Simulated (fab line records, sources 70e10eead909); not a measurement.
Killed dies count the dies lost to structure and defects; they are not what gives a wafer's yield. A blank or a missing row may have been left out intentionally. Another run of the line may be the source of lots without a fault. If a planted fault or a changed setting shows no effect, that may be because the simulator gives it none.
Chamber matching + flow nand_harc + NHARC_P_BONDPAD_ACTIVATE_29 on rie_diel-12: 4 sister chambers
The step chemistry N2, time 60 s. 14 wafers are shown with their chamber, then 7 later ones without.

## WAFERS PAIRED WITH THEIR CHAMBERS
| wafer  | chamber | showerhead_plenum_p_Torr (Torr) | drypump_motor_current_A (A) | rf_vpp_V (V) |
|--------|---------|---------------------------------|-----------------------------|--------------|
| L537.2 | 0       | 1.66                            | 5.7                         | 63.8         |
| L537.3 | 3       | 1.70                            | 5.0                         | 65.0         |
| L537.6 | 0       | 1.66                            | 5.7                         | 62.8         |
| L536.2 | 1       | 1.71                            | 5.2                         | 61.9         |
| L536.4 | 3       | 1.70                            | 5.0                         | 64.6         |
| L536.5 | 1       | 1.71                            | 5.2                         | 63.6         |
| L541.2 | 2       | 1.87                            | 6.2                         | 64.5         |
| L541.5 | 0       | 1.66                            | 5.7                         | 62.3         |
| L541.6 | 1       | 1.71                            | 5.2                         | 63.7         |
| L542.2 | 2       | 1.87                            | 6.1                         | 64.6         |
| L542.4 | 0       | 1.66                            | 5.7                         | 62.9         |
| L542.6 | 1       | 1.71                            | 5.2                         | 63.7         |
| L545.1 | 2       | 1.87                            | 6.2                         | 65.0         |
| L545.3 | 1       | 1.70                            | 5.1                         | 64.1         |

SIGNATURES (means of the wafers above)
| reading                  | chamber 0 | chamber 1 | chamber 2 | chamber 3 | scatter within a chamber |
|--------------------------|-----------|-----------|-----------|-----------|--------------------------|
| showerhead_plenum_p_Torr | 1.6600    | 1.7080    | 1.8700    | 1.7000    | 0.00283                  |
| drypump_motor_current_A  | 5.700     | 5.180     | 6.167     | 5.000     | 0.0383                   |
| rf_vpp_V                 | 62.950    | 63.400    | 64.700    | 64.800    | 0.66                     |
Rule: distance of a wafer from a chamber = root of the sum over the readings of ((wafer's reading minus chamber's mean) / reading's scatter) squared. If the next closest chamber is less than 2 further off than the closest, the wafer can't be placed; otherwise it belongs to the closest. The scatter: take each reading less its chamber's mean, square it, sum over the shown wafers, divide by the number of wafers less the number of chambers, and take the root.

## WAFERS WHOSE CHAMBER IS MISSING
| wafer  | showerhead_plenum_p_Torr (Torr) | drypump_motor_current_A (A) | rf_vpp_V (V) |
|--------|---------------------------------|-----------------------------|--------------|
| L545.4 | 1.71                            | 5.2                         | 63.4         |
| L554.1 | 1.66                            | 5.7                         | 63.8         |
| L554.3 | 1.87                            | 6.1                         | 64.8         |
| L554.5 | 1.70                            | 5.1                         | 64.1         |
| L555.1 | 1.66                            | 5.7                         | 62.2         |
| L555.3 | 1.70                            | 5.1                         | 63.9         |
| L555.6 | 1.70                            | 5.2                         | 64.9         |

## CHAMBER TAKEN BY EACH
| wafer  | from the rows above     | in truth |
|--------|-------------------------|----------|
| L545.4 | 1                       | 1        |
| L554.1 | 0                       | 0        |
| L554.3 | 2                       | 2        |
| L554.5 | can't be placed: 3 or 1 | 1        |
| L555.1 | 0                       | 0        |
| L555.3 | can't be placed: 3 or 1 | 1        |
| L555.6 | can't be placed: 1 or 3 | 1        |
Correctly placed: 4 of 7. Cannot be placed on the basis of these rows: 3; the candidates contain the true chamber in 3. Placed wrongly: 0.
